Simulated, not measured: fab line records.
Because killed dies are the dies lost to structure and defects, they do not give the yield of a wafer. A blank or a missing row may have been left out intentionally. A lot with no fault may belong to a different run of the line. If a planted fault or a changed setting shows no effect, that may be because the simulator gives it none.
The tool behind it: which one? -- flow n5 finfet -- 12 lots (36 wafers sampled), 1 step of a 1938-step route

WHAT THE GAUGES READ, wafer by wafer
N5_WELL_APT_INSPECT_10: inspects for defects (macro).
lot,measured,on,raw defect count
L075,day 1 19:53,defect inspect-01,2 0 5
L077,day 2 07:49,defect inspect-01,3 4 5
L079,day 2 19:37,defect inspect-02,5 0 1
L081,day 3 07:37,defect inspect-02,1 2 1
L083,day 3 20:25,defect inspect-01,2 1 4
L085,day 4 07:49,defect inspect-02,2 3 1
L087,day 4 19:53,defect inspect-01,0 3 6
L089,day 5 07:52,defect inspect-02,2 2 1
L091,day 5 19:42,defect inspect-02,4 1 2
L093,day 6 07:46,defect inspect-01,2 2 2
L095,day 6 19:46,defect inspect-01,4 1 2
L097,day 7 08:34,defect inspect-01,2 8 1

EACH LOT AND THE TOOL THAT RAN IT (in order: tool; ch and the chambers of the sampled wafers; start)
No process step before these readings appears in the record.

THE ANSWER, worked out from the rows above alone
Rule: usual is defined by the lots themselves. Put in order of their means at a reading, lots are off if they are a third of the lots or fewer, leave a main group of 4 or more, and stand apart from it by a gap of 3 or more times the standard deviation of the main group's means; of several such gaps the widest counts. A main group is skipped when, at the precision printed for the reading in the tables above, its means are all equal. A lot without any number at a reading at which 4 lots or more have one is off too. All remaining lots with rows at the step are treated as sound.
No lot is off on any of the readings shown, so nothing can be concluded from this.

WHAT THE SIMULATOR PUT IN
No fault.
